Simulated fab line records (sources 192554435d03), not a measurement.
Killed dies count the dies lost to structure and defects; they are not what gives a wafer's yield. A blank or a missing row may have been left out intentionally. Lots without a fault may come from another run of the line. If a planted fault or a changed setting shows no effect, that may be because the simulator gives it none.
fab line records	flow n5Finfet
[record] lots = 11	wafers = 32	lastDay = 16
route steps=1938 shown BEOL_M2@905 BEOL_M4@1111
lots that met no fault: taken from a fault-free run of the same line
startH: hours from the record's first day to the start of the lot's first wafer shown	waitH: time in hours since the lot's previous step	" repeats the value in the row above	L1.1+2: several wafers, shown together as one row	- no value, or no start given	* or withheld: withheld	< > ~ a bound
route shown NAME@n: a module of which the file shows steps, and the number in the route of the first	usual: average and standard deviation across the fault-free wafers	same: alike in all rows	chamber/n: place in a boat	sites: the reading at each site	_std_site: their standard deviation	_edge_site: outer sites' mean less inner sites'	radiusMm: how far each site lies from the wafer's centre	mask NAME#n: copy n	behind: tool/chamber where the wafer was last shaped	hold: the reason the lot was held/the length of the hold in hours/how it ended	device: transistor that didn't switch, given as n, p or np	end of line: the same wafers' tests at the end of the route	step lacking rows: just its recipe	killed: at the first sort, the dies lost to defects and structure; wafer yield is something else	map: a wafer's dies, marking killed ones x, the rest . and places with no die _
set.NAME: the setting as run; set.NAME@STEP: as run at that earlier step	model.NAME: the simulator's own value behind a step, which no gauge read
route steps across a sampled set of lots; one table per step, one row per wafer
[[steps]]
[step N5_BEOL_M2_ANNEAL_49]
[recipe] tempC = 400	timeS = 240	ambient = vacuum
[usual] heaterPowerW = 828/87	susceptorTempC = 400.04/0.2
lot.wafer	tool	chamber	startH	waitH	heaterPowerW	susceptorTempC
L845.2	pvdSputter-02	-	138.81	0.0	1015	399.88
L845.5	"	-	"	"	1025	399.80
L845.6	"	-	"	"	858	400.22
L844.2	pvdSputter-03	-	142.18	0.0	722	400.27
L844.4	"	-	"	"	783	399.65
L844.6	"	-	"	"	713	399.76
L849.4	pvdSputter-01	-	169.35	0.1	702	400.00
L849.6	"	-	"	"	835	400.11
L854.1	pvdSputter-02	-	200.25	0.0	763	399.61
L854.3	"	-	"	"	863	400.10
L854.4	"	-	"	"	873	399.89
L855.2	pvdSputter-01	-	203.22	0.1	666	400.34
L855.3	"	-	"	"	928	399.78
L855.6	"	-	"	"	816	399.58
L857.2	pvdSputter-02	-	216.45	0.0	1015	400.13
L857.4	"	-	"	"	771	400.23
L857.6	"	-	"	"	991	400.02
L859.1	pvdSputter-01	-	234.43	0.0	749	399.74
L859.4	"	-	"	"	866	399.91
L859.6	"	-	"	"	836	399.87
L858.2	pvdSputter-02	-	234.50	0.0	777	400.01
L858.4	"	-	"	"	865	399.88
L858.6	"	-	"	"	998	400.31
L860.2	pvdSputter-03	-	235.52	0.0	827	399.97
L860.4	"	-	"	"	749	400.10
L860.6	"	-	"	"	794	400.08
L861.3	pvdSputter-01	-	242.69	0.0	776	399.86
L861.4	"	-	"	"	691	399.80
L861.6	"	-	"	"	906	399.86
L862.1	pvdSputter-02	-	256.10	0.0	768	399.92
L862.3	"	-	"	"	861	399.96
L862.4	"	-	"	"	1006	400.14
[step N5_BEOL_M2_ANNEAL_89]
[recipe] tempC = 400	timeS = 240	ambient = vacuum
[usual] heaterPowerW = 828/87	susceptorTempC = 399.98/0.22
lot.wafer	tool	chamber	startH	waitH	heaterPowerW	susceptorTempC
L845.2	pvdSputter-02	-	139.69	0.0	1008	400.32
L845.5	"	-	"	"	1019	400.41
L845.6	"	-	"	"	874	400.08
L844.2	pvdSputter-03	-	143.06	0.0	702	400.38
L844.4	"	-	"	"	785	399.86
L844.6	"	-	"	"	705	400.30
L849.4	pvdSputter-01	-	170.23	0.1	673	399.73
L849.6	"	-	"	"	813	399.95
L854.1	pvdSputter-02	-	201.13	0.0	774	400.25
L854.3	"	-	"	"	849	400.02
L854.4	"	-	"	"	861	400.01
L855.2	pvdSputter-01	-	204.33	0.1	684	399.85
L855.3	"	-	"	"	916	399.87
L855.6	"	-	"	"	834	399.96
L857.2	pvdSputter-02	-	217.33	0.0	987	399.64
L857.4	"	-	"	"	773	399.67
L857.6	"	-	"	"	997	399.86
L859.1	pvdSputter-01	-	235.31	0.0	766	399.79
L859.4	"	-	"	"	840	400.04
L859.6	"	-	"	"	817	399.80
L858.2	pvdSputter-02	-	235.38	0.0	775	400.30
L858.4	"	-	"	"	846	399.79
L858.6	"	-	"	"	975	399.53
L860.2	pvdSputter-03	-	236.40	0.0	811	400.22
L860.4	"	-	"	"	745	400.22
L860.6	"	-	"	"	798	400.05
L861.3	pvdSputter-01	-	243.57	0.0	770	399.89
L861.4	"	-	"	"	676	400.00
L861.6	"	-	"	"	935	399.85
L862.1	pvdSputter-02	-	256.98	0.0	766	399.87
L862.3	"	-	"	"	853	400.47
L862.4	"	-	"	"	989	400.09
[step N5_BEOL_M2_SPUTTER_90]
[recipe] material = Cu	targetThkA = 45	tempC = -20	chamberPressurePa = 0.07	powerW = withheld	timeS = 8.29
[usual] throttleValvePct = 30.0/0.95
lot.wafer	tool	chamber	startH	waitH	throttleValvePct
L845.2	pvdSputter-02	-	139.83	0.1	30.5
L845.5	"	-	"	"	30.4
L845.6	"	-	"	"	30.5
L844.2	pvdSputter-03	-	143.20	0.1	29.6
L844.4	"	-	"	"	31.4
L844.6	"	-	"	"	29.7
L849.4	pvdSputter-01	-	170.34	0.0	30.0
L849.6	"	-	"	"	27.6
L854.1	pvdSputter-02	-	201.27	0.1	30.2
L854.3	"	-	"	"	30.4
L854.4	"	-	"	"	30.5
L855.2	pvdSputter-01	-	204.51	0.1	30.1
L855.3	"	-	"	"	30.8
L855.6	"	-	"	"	27.6
L857.2	pvdSputter-02	-	217.47	0.1	30.2
L857.4	"	-	"	"	30.1
L857.6	"	-	"	"	30.3
L859.1	pvdSputter-01	-	235.45	0.1	30.4
L859.4	"	-	"	"	27.8
L859.6	"	-	"	"	27.6
L858.2	pvdSputter-02	-	235.52	0.1	30.4
L858.4	"	-	"	"	30.6
L858.6	"	-	"	"	30.3
L860.2	pvdSputter-03	-	236.54	0.1	28.7
L860.4	"	-	"	"	30.2
L860.6	"	-	"	"	31.1
L861.3	pvdSputter-01	-	243.71	0.1	30.3
L861.4	"	-	"	"	29.8
L861.6	"	-	"	"	30.3
L862.1	pvdSputter-02	-	257.12	0.1	30.3
L862.3	"	-	"	"	29.9
L862.4	"	-	"	"	30.6
[step N5_BEOL_M2_ANNEAL_95]
[recipe] tempC = 400	timeS = 240	ambient = vacuum
[usual] heaterPowerW = 829/85	susceptorTempC = 400.01/0.23
lot.wafer	tool	chamber	startH	waitH	heaterPowerW	susceptorTempC
L845.2	pvdSputter-02	-	140.35	0.0	999	400.13
L845.5	"	-	"	"	982	400.07
L845.6	"	-	"	"	849	399.98
L844.2	pvdSputter-03	-	143.72	0.0	717	400.58
L844.4	"	-	"	"	793	400.03
L844.6	"	-	"	"	724	400.00
L849.4	pvdSputter-01	-	170.89	0.1	680	400.00
L849.6	"	-	"	"	830	400.04
L854.1	pvdSputter-02	-	201.79	0.0	749	400.02
L854.3	"	-	"	"	842	399.83
L854.4	"	-	"	"	860	400.14
L855.2	pvdSputter-01	-	205.17	0.1	688	399.83
L855.3	"	-	"	"	917	400.20
L855.6	"	-	"	"	823	400.08
L857.2	pvdSputter-02	-	217.99	0.0	977	400.05
L857.4	"	-	"	"	773	400.19
L857.6	"	-	"	"	1016	399.64
L859.1	pvdSputter-01	-	235.97	0.0	752	400.09
L859.4	"	-	"	"	834	400.05
L859.6	"	-	"	"	824	400.27
L858.2	pvdSputter-02	-	236.04	0.0	-	-
L858.4	"	-	"	"	-	-
L858.6	"	-	"	"	-	-
L860.2	pvdSputter-03	-	237.06	0.0	-	-
L860.4	"	-	"	"	-	-
L860.6	"	-	"	"	-	-
L861.3	pvdSputter-01	-	244.23	0.0	-	-
L861.4	"	-	"	"	-	-
L861.6	"	-	"	"	-	-
L862.1	pvdSputter-02	-	257.64	0.0	764	400.13
L862.3	"	-	"	"	860	399.56
L862.4	"	-	"	"	991	400.41
[step N5_BEOL_M4_RC_MEAS_101]
[usual] DIBL_N = 37.5/1.9	DIBL_P = 37.3/2.4	IOFF_N = 0.18/0.038	IOFF_P = 0.23/0.045	ION_N = 677/11	ION_P = 464/8.1	SS_N = 72.0/0.68	SS_P = 73.5/0.77	VT_N = 249/3.3	VT_P = -249/3.6
lot.wafer	tool	chamber	startH	waitH	DIBL_N[mV/V]	DIBL_P[mV/V]	IOFF_N[nA/um]	IOFF_P[nA/um]	ION_N[uA/um]	ION_P[uA/um]	SS_N[mV/dec]	SS_P[mV/dec]	VT_N[mV]	VT_P[mV]
L845.2	prober-01	0	163.33	0.2	38.4	37.3	0.22	0.24	688	468	72.3	74.0	242	-247
L845.5	"	0	"	"	36.5	36.1	0.17	0.21	667	460	71.8	73.1	248	-253
L845.6	"	0	"	"	39.9	39.5	0.24	0.27	679	461	72.8	74.7	245	-247
L844.2	prober-02	0	168.38	0.2	38.1	37.5	0.18	0.20	672	449	72.3	73.7	250	-251
L844.4	"	0	"	"	40.4	40.1	0.23	0.24	687	465	73.4	73.7	248	-249
L844.6	"	0	"	"	37.6	36.8	0.17	0.19	665	451	71.6	73.8	252	-254
L849.4	prober-01	0	196.21	0.5	38.2	37.2	0.18	0.25	685	471	71.5	73.8	247	-247
L849.6	"	0	"	"	36.4	35.1	0.15	0.22	673	469	71.0	72.5	248	-250
L855.2	prober-01	0	227.75	0.2	39.4	38.0	0.21	0.29	681	470	72.4	73.7	246	-244
L855.3	"	0	"	"	36.1	34.1	0.14	0.19	677	456	71.5	72.6	254	-249
L855.6	"	0	"	"	38.8	37.5	0.20	0.28	687	474	72.0	73.6	248	-244
L854.1	prober-02	0	227.76	0.0	39.9	39.6	0.23	0.26	690	463	71.9	73.6	244	-249
L854.3	"	0	"	"	33.9	31.8	0.12	0.14	650	444	71.0	72.2	253	-255
L854.4	"	0	"	"	38.0	38.8	0.18	0.26	682	470	71.5	73.3	247	-245
L857.2	prober-02	0	245.76	0.2	34.8	34.9	0.13	0.18	673	458	70.5	72.1	254	-250
L857.4	"	0	"	"	37.4	37.4	0.16	0.21	659	455	71.8	73.2	250	-253
L857.6	"	0	"	"	38.5	39.7	0.19	0.25	685	471	71.4	73.7	248	-248
L859.1	prober-01	0	267.16	0.0	36.8	35.2	0.17	0.23	682	467	71.5	72.5	251	-245
L859.4	"	0	"	"	37.4	34.8	0.18	0.24	676	470	72.2	73.2	251	-246
L859.6	"	0	"	"	34.9	33.6	0.14	0.19	663	454	71.0	72.4	251	-250
L858.2	prober-02	0	269.07	0.2	36.3	36.8	0.16	0.20	666	460	71.8	73.5	252	-253
L858.4	"	0	"	"	38.0	39.5	0.21	0.23	692	464	72.0	74.0	244	-251
L858.6	"	0	"	"	35.7	36.7	0.16	0.20	672	459	71.4	73.0	249	-250
L860.2	prober-01	0	273.70	0.2	38.6	38.3	0.18	0.26	678	468	72.4	74.2	246	-246
L860.4	"	0	"	"	42.1	41.9	0.27	0.32	703	473	73.1	75.1	244	-243
L860.6	"	0	"	"	40.1	38.9	0.22	0.26	697	474	73.2	74.1	247	-249
L861.3	prober-01	0	275.87	0.7	37.7	40.0	0.19	0.29	687	478	71.9	74.0	248	-243
L861.4	"	0	"	"	32.6	33.0	0.11	0.19	666	473	70.6	71.4	254	-249
L861.6	"	0	"	"	38.4	40.1	0.21	0.32	680	476	71.7	73.3	246	-243
L862.1	prober-02	0	290.96	0.0	40.4	40.5	0.23	0.27	687	463	72.3	74.8	244	-250
L862.3	"	0	"	"	34.6	33.0	0.11	0.16	658	459	71.4	72.1	257	-255
L862.4	"	0	"	"	39.7	38.5	0.23	0.24	690	463	72.9	74.0	244	-246
[[key]]
[firstSign] step = N5_BEOL_M2_ANNEAL_95	reading = toolRecord	direction = missing
effect none on later readings
metAt N5_BEOL_M2_ANNEAL_95
struckLots L858,L860,L861
notActingAt N5_BEOL_M2_ANNEAL_49,N5_BEOL_M2_ANNEAL_89,N5_BEOL_M2_SPUTTER_90
onsetBetween 235.97 236.04
[fault] kind = skippedStepWhole	tool = pvdSputter-01,pvdSputter-02,pvdSputter-03	chamber = -	onsetH = 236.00	steps = N5_BEOL_M2_ANNEAL_95	scope = struckLotsOnly
